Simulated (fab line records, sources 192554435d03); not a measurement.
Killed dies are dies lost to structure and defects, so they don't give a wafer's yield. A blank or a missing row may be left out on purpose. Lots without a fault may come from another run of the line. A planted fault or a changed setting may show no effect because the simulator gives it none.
A struck lot beside a sound one | flow n5_finfet | 39 steps out of a route of 1938
Sound: wafers L264.1, L264.3, L264.6. Struck: wafers L253.2, L253.3, L253.4. The cause comes at the end.
At each step with rows: each side's tool, then ch and its chambers, then its first start. Under that, the readings that differ: sound wafers | struck wafers | difference of the means | sigmas: that difference in standard deviations of wafers without a fault.
alike: readings whose means differ by less than 2 such deviations, and words and numbers that are the same on both sides. not compared: withheld readings, readings that some wafer has no value for, bounds like >300 that may hide the same value, and numbers for which the record gives no deviation and whose values overlap.
The two part at a step that has a row with sigmas, a row that says differs or no value, or rows on one side only. Numbers that don't overlap but have no deviation are shown without sigmas and don't part them. A reading that every wafer of one side lacks parts them only if that side has two wafers or more.

first, 9 steps without rows for these wafers: N5_STI_FIN_REVEAL_PRECLEAN_18 (cleans in SC2, time 45 s); N5_STI_FIN_REVEAL_SRD_28 (time 30 s); N5_DUMMY_GATE_PRECLEAN_00 (cleans in O3/DIW, time 60 s); N5_DUMMY_GATE_SRD_01 (time 30 s); N5_DUMMY_GATE_ALD_02 (deposits SiO2, target thk 2 nm, pulse time 1 s); N5_DUMMY_GATE_CVD_03 (deposits a-Si from SiH4, target thk 150 nm, time 8042 s); N5_DUMMY_GATE_PRECLEAN_46 (cleans in DIW, time 89.5 s); N5_DUMMY_GATE_SRD_47 (dry time 32 s); N5_DUMMY_GATE_CMP_04 (polishes a-Si).
N5_DUMMY_GATE_HM_DEP_06: deposits SiNx from DCS/NH3, target thk 80 nm, time 5141 s.
  sound on lpcvd-02 ch 1/100,1/114,1/90, day 7 12:16; struck on lpcvd-01 ch 1/45,1/50,1/54, day 4 17:47
  reading            | sound             | struck            | difference | sigmas
  spike_tc_top_C (C) | 721.5 721.5 721.5 | 714.2 714.2 714.2 | -7.3       | -3
then, 10 steps without rows for these wafers: N5_DUMMY_GATE_PECVD_30 (deposits SiO2 from TEOS/O2, target thk 55 nm, time 10.8 s); N5_DUMMY_GATE_COAT_34 (time 60 s, resist thk 60 nm); N5_DUMMY_GATE_COAT_35 (time 60 s, resist thk 10 nm); N5_DUMMY_GATE_COAT_28 (time 60 s, resist thk 10 nm); N5_DUMMY_GATE_COAT_09 (resist thk 30 nm); N5_DUMMY_GATE_EBR_11; N5_DUMMY_GATE_SOFTBAKE_10 (time 60 s); N5_DUMMY_GATE_EXPOSE_12 (exposes mask GATE, target cd 25 nm); N5_DUMMY_GATE_PEB_13 (peb time 60 s); N5_DUMMY_GATE_DEVELOP_14 (develop time 30 s).
N5_DUMMY_GATE_INSPECT_17: inspects for defects (brightfield).
  sound on defect_inspect-02, day 7 16:38; struck on defect_inspect-01, day 4 22:08
  reading          | sound       | struck         | difference | sigmas
  raw_defect_count | 214 261 188 | 1046 1023 1031 | +812       | +19
then, 14 steps without rows for these wafers: N5_DUMMY_GATE_DESCUM_20 (chemistry O2, time 6.2 s); N5_DUMMY_GATE_ETCH_29 (etches underlayer in N2/H2, target depth 13 nm); N5_DUMMY_GATE_ETCH_36 (etches SiARC in CF4, target depth 13 nm); N5_DUMMY_GATE_ETCH_37 (etches SOC in N2/H2, target depth 60 nm, overetch 30 nm); N5_DUMMY_GATE_STRIP_38 (strips in N2/H2); N5_DUMMY_GATE_STRIP_39 (strips in N2/H2); N5_DUMMY_GATE_TRIM_49 (chemistry O2, time 29 s, target cd 14 nm); N5_DUMMY_GATE_STRIP_40 (strips in CF4); N5_DUMMY_GATE_ETCH_31 (etches SiO2 in C4F6/O2, target depth 82.5 nm, time 27.5 s); N5_DUMMY_GATE_STRIP_41 (strips in O2); N5_DUMMY_GATE_HM_OPEN_21 (chemistry CH3F/O2, target SiNx, target depth 120 nm, time 171.4 s); N5_DUMMY_GATE_ETCH_32 (etches SiO2 in CF4, target depth 3.5 nm, time 3.9 s); N5_DUMMY_GATE_ETCH_23 (etches poly-Si in HBr/Cl2/O2, target depth 41 nm, time 22.3 s); N5_DUMMY_GATE_ETCH_44 (etches poly-Si in HBr/O2, stops on SiO2, target depth 127.5 nm).
N5_SPACER0_INSPECT_04: inspects for defects (darkfield).
  sound on defect_inspect-01, day 7 18:48; struck on defect_inspect-01, day 5 00:04
  reading          | sound       | struck      | difference | sigmas
  raw_defect_count | 171 165 133 | 994 991 975 | +830       | +27
N5_SD_EPI_N_INSPECT_11: inspects for defects (macro).
  sound on defect_inspect-02, day 7 19:15; struck on defect_inspect-01, day 5 00:32
  reading          | sound | struck         | difference | sigmas
  raw_defect_count | 0 3 3 | >300 >300 >300 | differs    |
-- the record jumps here: 5 days lie between the struck wafers' starts before and after (it left off in module SD_EPI_N and takes up again in module BEOL_M4, whose first step shown is number 1111 of the route) --
N5_BEOL_M4_RC_MEAS_101:
  sound on prober-01 ch 0, day 12 20:19; struck on prober-02 ch 0, day 10 10:16
  alike: DIBL_N, DIBL_P, IOFF_N, IOFF_P, ION_N, ION_P, SS_N, SS_P, VT_N, VT_P
-- the record jumps here: 4 days lie between the struck wafers' starts before and after (it left off in module BEOL_M4 and takes up again in module PASSIVATION, whose first step shown is number 1936 of the route) --
N5_PASSIVATION_PROBE_49:
  the record has rows for the struck wafers here (prober-02, day 14 19:57) and none for the sound ones

WHERE THEY PART
First at N5_DUMMY_GATE_HM_DEP_06; last, within this record, at N5_PASSIVATION_PROBE_49.

WHY: what the simulator had put in
Chamber particle source: lpcvd-01, from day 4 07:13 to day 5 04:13, at N5_DUMMY_GATE_HM_DEP_06. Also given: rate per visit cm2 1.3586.
